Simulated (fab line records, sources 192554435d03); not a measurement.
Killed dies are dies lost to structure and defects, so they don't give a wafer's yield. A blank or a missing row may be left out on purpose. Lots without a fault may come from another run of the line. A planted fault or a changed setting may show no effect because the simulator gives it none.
A struck lot beside a sound one | flow n5_finfet | 16 steps out of a route of 1938
Sound: wafers L524.1, L524.5, L524.6. Struck: wafer L532.2. (L532.4 of the same lot was not struck and is left out.) The cause comes at the end.
At each step with rows: each side's tool, then ch and its chambers, then its first start. Under that, the readings that differ: sound wafers | struck wafers | difference of the means | sigmas: that difference in standard deviations of wafers without a fault.
alike: readings whose means differ by less than 2 such deviations, and words and numbers that are the same on both sides. not compared: withheld readings, readings that some wafer has no value for, bounds like >300 that may hide the same value, and numbers for which the record gives no deviation and whose values overlap.
The two part at a step that has a row with sigmas, a row that says differs or no value, or rows on one side only. Numbers that don't overlap but have no deviation are shown without sigmas and don't part them. A reading that every wafer of one side lacks parts them only if that side has two wafers or more.

N5_BEOL_M3_CMP_52: polishes, stops on SiOC, t overpolish 6.8 s, target thk 40 nm.
  sound on cmp-01 ch 1,2, day 9 00:31; struck on cmp-01 ch 3, day 10 15:19
  alike: barrier_field_endpoint_s, edge_zone_pressure_frac, motor_current_A, overpolish_run_s, time_to_endpoint_s
N5_BEOL_M3_THK_MEAS_53: measures by xrf.
  sound on film_metro-01, day 9 00:47; struck on film_metro-02, day 10 15:37
  alike: M3_THK
N5_BEOL_M3_PRE_CLEAN_60: time 15 s.
  sound on cvd_co-01 ch 0,1,2, day 9 00:49; struck on cvd_co-02 ch 1, day 10 15:39
  alike: heater_power_w
N5_BEOL_M3_CO_CAP_55: material Co, precursor CCTBA/H2, target thk 2 nm, time 102.1 s.
  sound on cvd_co-01 ch 0,1,2, day 9 00:52; struck on cvd_co-02 ch 1, day 10 15:41
  alike: heater_power_w
then, 1 step without rows for these wafers: N5_BEOL_M3_PRE_CLEAN_56 (time 15 s).
N5_BEOL_M3_DEP_57: deposits SiCN from 3MS/NH3, target thk 8 nm, time 14 s.
  sound on pecvd-02 ch 0,2, day 9 00:58; struck on pecvd-02 ch 2, day 10 15:49
  alike: showerhead_plenum_p_Torr, throttle_valve_pct
N5_BEOL_M3_RS_MEAS_58: measures by four-point-probe.
  sound on film_metro-01, day 9 01:02; struck on film_metro-01, day 10 15:53
  alike: M3_RS
N5_BEOL_M3_INSPECT_59: inspects for defects (darkfield).
  sound on defect_inspect-02, day 9 01:04; struck on defect_inspect-01, day 10 15:54
  alike: raw_defect_count
then, 1 step without rows for these wafers: N5_BEOL_M4_ILD_DEP_00 (deposits SiOC from DEMS/O2, target thk 79 nm, time 15.3 s).
N5_BEOL_M4_THK_MEAS_01:
  sound on film_metro-01, day 9 01:10; struck on film_metro-02, day 10 16:01
  alike: M4_ILD_THK
then, 1 step without rows for these wafers: N5_BEOL_M4_PECVD_72 (deposits SiO2 from TEOS/O2, target thk 16 nm, time 18 s).
N5_BEOL_M4_HM_DEP_02: deposits TiN, target thk 20 nm.
  sound on pvd_sputter-01, day 9 02:44; struck on pvd_sputter-03, day 10 16:58
  alike: throttle_valve_pct
N5_BEOL_M4_COAT_61: time 60 s, resist thk 60 nm.
  sound on litho_track-04 ch 0, day 9 02:52; struck on litho_track-01 ch 0, day 10 17:05
  reading          | sound             | struck | difference | sigmas
  run_length_s (s) | 66.08 66.16 66.00 | 76.71  | +10.63     | +71
then, 1 step without rows for these wafers: N5_BEOL_M4_COAT_62 (time 60 s, resist thk 12 nm).
N5_BEOL_M4_RC_MEAS_101:
  sound on prober-02 ch 0, day 9 14:19; struck on prober-01 ch 0, day 11 01:55
  alike: DIBL_N, DIBL_P, IOFF_N, IOFF_P, ION_N, ION_P, SS_N, SS_P, VT_N, VT_P
-- the record jumps here: 5 days lie between the struck wafers' starts before and after (it left off in module BEOL_M4 and takes up again in module PASSIVATION, whose first step shown is number 1936 of the route) --
N5_PASSIVATION_PROBE_49:
  sound on prober-02, day 14 00:14; struck on prober-02, day 15 13:58
  alike: defect_limited_yield, killed_at_M0_to_M3, killed_at_M4_up, killed_at_contacts, killed_at_front_end, killed_at_other, killed_dies, killed_open, killed_short, sort_bin_5_function, sort_bin_6_memory, sort_n_pass, sort_yield_pct

WHERE THEY PART
Only at N5_BEOL_M4_COAT_61, within this record. Later steps at which nothing parts them and some readings are alike: N5_BEOL_M4_RC_MEAS_101, N5_PASSIVATION_PROBE_49.

WHY: what the simulator had put in
Process parameter drift: litho_track-01, from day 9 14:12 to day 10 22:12, at N5_BEOL_M4_COAT_61. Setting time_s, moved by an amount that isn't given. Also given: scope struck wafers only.
